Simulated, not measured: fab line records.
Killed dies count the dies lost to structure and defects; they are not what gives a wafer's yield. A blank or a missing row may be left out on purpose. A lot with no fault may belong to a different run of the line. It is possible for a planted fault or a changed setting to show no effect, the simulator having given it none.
A lot that was struck, set against a sound lot + flow n5Finfet + 44 out of 1938 route steps
Sound: the wafers L826.2, L826.4, L826.6. Struck: wafer L833.3. (L833.2, L833.5 of the same lot were not struck and are left out.) The cause comes at the end.
At each step with rows: each side's tool, then ch and its chambers, then its first start. Under that, the readings that differ: sound wafers + struck wafers + difference of the means + sigmas: that difference in standard deviations of wafers without a fault.
alike: a reading whose means differ by less than 2 such deviations, as well as words and numbers matching on both sides. not compared: withheld readings; readings where some wafer has no value; bounds like >300 that might hide an equal value; numbers whose values overlap and for which the record gives no deviation.
The two part at a step that has a row with sigmas, a row that says differs or no value, or rows on one side only. Non-overlapping numbers with no deviation appear without sigmas and do not part them. A reading that every wafer of one side lacks parts them only if that side has two wafers or more.

first, 4 steps without rows for these wafers: N5_BEOL_M3_STRIP_36 (strips in N2/H2); N5_BEOL_M3_TRENCH_ETCH_37 (etches SiOC in C4F6/O2, target depth 55.555 nm, time 29.2 s); N5_BEOL_M3_ETCH_41 (etches SiCN in CH3F/O2, target depth 29.9 nm, time 52.5 s); N5_BEOL_M3_STRIP_97 (strips in N2/H2, time 10 s).
N5_BEOL_M3_OCD_MEAS_38:
  sound: ocd-01 at day 9 05:22; struck: ocd-01 at day 12 14:22
  alike: trenchDepthNm
then, 4 steps without rows for these wafers: N5_BEOL_M3_HM_STRIP_39 (strips TiN in peroxide tin strip, target depth 25 nm, time 158 s); N5_BEOL_M3_SRD_40 (time 30 s); N5_BEOL_M3_PRECLEAN_42 (cleans in residue remover, time 60 s); N5_BEOL_M3_SRD_43 (time 30 s).
N5_BEOL_M3_CD_MEAS_35: target cd 18 nm, target cd y 21 nm.
  sound: cdSem-02 at day 9 05:31; struck: cdSem-01 at day 12 14:32
  alike: cdNm
N5_BEOL_M3_DEGAS_44: time 60 s.
  sound: pvdSputter-01 at day 9 05:43; struck: pvdSputter-03 at day 12 14:49
  alike: heaterPowerW
then, 1 step without rows for these wafers: N5_BEOL_M3_PRE_CLEAN_45 (time 30 s).
N5_BEOL_M3_ALD_84: deposits TaN, pulse time 2 s, purge time 3 s, co reactant purge time 2 s.
  sound on aldMetal-04 ch 0,1,3, day 9 05:49; struck on aldMetal-04 ch 0, day 12 14:55
| reading   | sound    | struck | difference | sigmas |
|-----------|----------|--------|------------|--------|
| aldCycles | 30 30 30 | 34     | +4         |        |
  alike: heaterPowerW
  not compared: sinceWetCleanH
then, 4 steps without rows for these wafers: N5_BEOL_M3_SURFACE_TREAT_85; N5_BEOL_M3_CVD_47 (deposits Co from CCTBA/H2, target thk 3 nm, time 223.8 s); N5_BEOL_M3_SPUTTER_48 (material Cu, target thk 4.5 nm, time 8.29 s); N5_BEOL_M3_ANNEAL_49 (time 240 s).
N5_BEOL_M3_SPUTTER_79: material Cu, target thk 4.5 nm, time 8.29 s.
  sound: pvdSputter-03 at day 9 06:35; struck: pvdSputter-03 at day 12 15:48
  alike: throttleValvePct
then, 2 steps without rows for these wafers: N5_BEOL_M3_ANNEAL_80 (time 240 s); N5_BEOL_M3_SPUTTER_81 (material Cu, target thk 4.5 nm, time 8.29 s).
N5_BEOL_M3_ANNEAL_82: time 240 s.
  sound: pvdSputter-03 at day 9 06:53; struck: pvdSputter-03 at day 12 16:06
  alike: heaterPowerW
then, 5 steps without rows for these wafers: N5_BEOL_M3_SPUTTER_86 (material Cu, target thk 4.5 nm, time 8.29 s); N5_BEOL_M3_ANNEAL_87 (time 240 s); N5_BEOL_M3_SPUTTER_88 (material Cu, target thk 4.5 nm, time 8.29 s); N5_BEOL_M3_ANNEAL_89 (time 240 s); N5_BEOL_M3_SPUTTER_90 (material Cu, target thk 4.5 nm, time 8.29 s).
N5_BEOL_M3_ANNEAL_91: time 240 s.
  sound: pvdSputter-03 at day 9 07:33; struck: pvdSputter-03 at day 12 16:46
  alike: heaterPowerW
then, 4 steps without rows for these wafers: N5_BEOL_M3_SPUTTER_92 (material Cu, target thk 4.5 nm, time 8.29 s); N5_BEOL_M3_ANNEAL_93 (time 240 s); N5_BEOL_M3_SPUTTER_94 (material Cu, target thk 4.5 nm, time 8.29 s); N5_BEOL_M3_ANNEAL_95 (time 240 s).
N5_BEOL_M3_SPUTTER_96: material Cu, target thk 4.5 nm, time 8.29 s.
  sound: pvdSputter-03 at day 9 08:08; struck: pvdSputter-03 at day 12 17:20
  alike: throttleValvePct
then, 3 steps without rows for these wafers: N5_BEOL_M3_ECD_50 (material Cu, target thk 300 nm); N5_BEOL_M3_ANNEAL_51 (time 90 s); N5_BEOL_M3_CMP_52 (polishes, stops on SiOC, t overpolish 6.8 s, target thk 40 nm).
N5_BEOL_M3_THK_MEAS_53: measures by xrf.
  sound: filmMetro-01 at day 9 09:02; struck: filmMetro-01 at day 12 18:08
| reading     | sound          | struck | difference | sigmas |
|-------------|----------------|--------|------------|--------|
| M3_THK (nm) | 38.4 38.8 39.4 | 36.1   | -2.8       | -2     |
then, 4 steps without rows for these wafers: N5_BEOL_M3_PRE_CLEAN_60 (time 15 s); N5_BEOL_M3_CO_CAP_55 (material Co, precursor CCTBA/H2, target thk 2 nm, time 102.1 s); N5_BEOL_M3_PRE_CLEAN_56 (time 15 s); N5_BEOL_M3_DEP_57 (deposits SiCN from 3MS/NH3, target thk 8 nm, time 14 s).
N5_BEOL_M3_RS_MEAS_58: measurement is done with a four-point probe.
  sound: filmMetro-02 at day 9 09:18; struck: filmMetro-01 at day 12 18:23
| reading        | sound             | struck | difference | sigmas |
|----------------|-------------------|--------|------------|--------|
| M3_RS (ohm/sq) | 0.677 0.671 0.658 | 0.753  | +0.084     | +3     |
N5_BEOL_M3_INSPECT_59: inspects for defects (darkfield).
  sound: defectInspect-01 at day 9 09:20; struck: defectInspect-01 at day 12 18:25
  alike: rawDefectCount
N5_BEOL_M4_RC_MEAS_101:
  sound on prober-02 ch 0, day 10 10:40; struck on prober-01 ch 0, day 13 17:13
| reading                      | sound       | struck | difference | sigmas |
|------------------------------|-------------|--------|------------|--------|
| CHAIN_V2 (ohm/link)          | 215 229 221 | 262    | +40        | +6     |
| CHAIN_V2_max_site (ohm/link) | 225 237 226 | 271    | +42        | +5     |
| ION_N (uA/um)                | 682 704 690 | 673    | -19        | -2     |
| ION_P (uA/um)                | 475 481 470 | 454    | -21        | -3     |
  alike: DIBL_N, DIBL_P, IOFF_N, IOFF_P, SS_N, SS_P, VT_N, VT_P
-- here the record skips 5 days between the struck wafers' starts before and after, leaving off in module BEOL_M4 and picking up in module PASSIVATION (first step shown: number 1936 of the route) --
N5_PASSIVATION_PROBE_49:
  sound: prober-01 at day 14 13:58; struck: prober-01 at day 18 10:48
  alike: defectLimitedYield, killed_at_M0_to_M3, killed_at_M4_up, killedAtContacts, killedAtFrontEnd, killedAtOther, killedDies, killedOnRim, killedOpen, killedShort, sort_bin_5_function, sort_bin_6_memory, sortNPass, sortYieldPct

## WHERE THEY PART
First at N5_BEOL_M3_THK_MEAS_53; last, within this record, at N5_BEOL_M4_RC_MEAS_101. Later steps at which nothing parts them and some readings are alike: N5_PASSIVATION_PROBE_49.

WHY: whatever the simulator had introduced
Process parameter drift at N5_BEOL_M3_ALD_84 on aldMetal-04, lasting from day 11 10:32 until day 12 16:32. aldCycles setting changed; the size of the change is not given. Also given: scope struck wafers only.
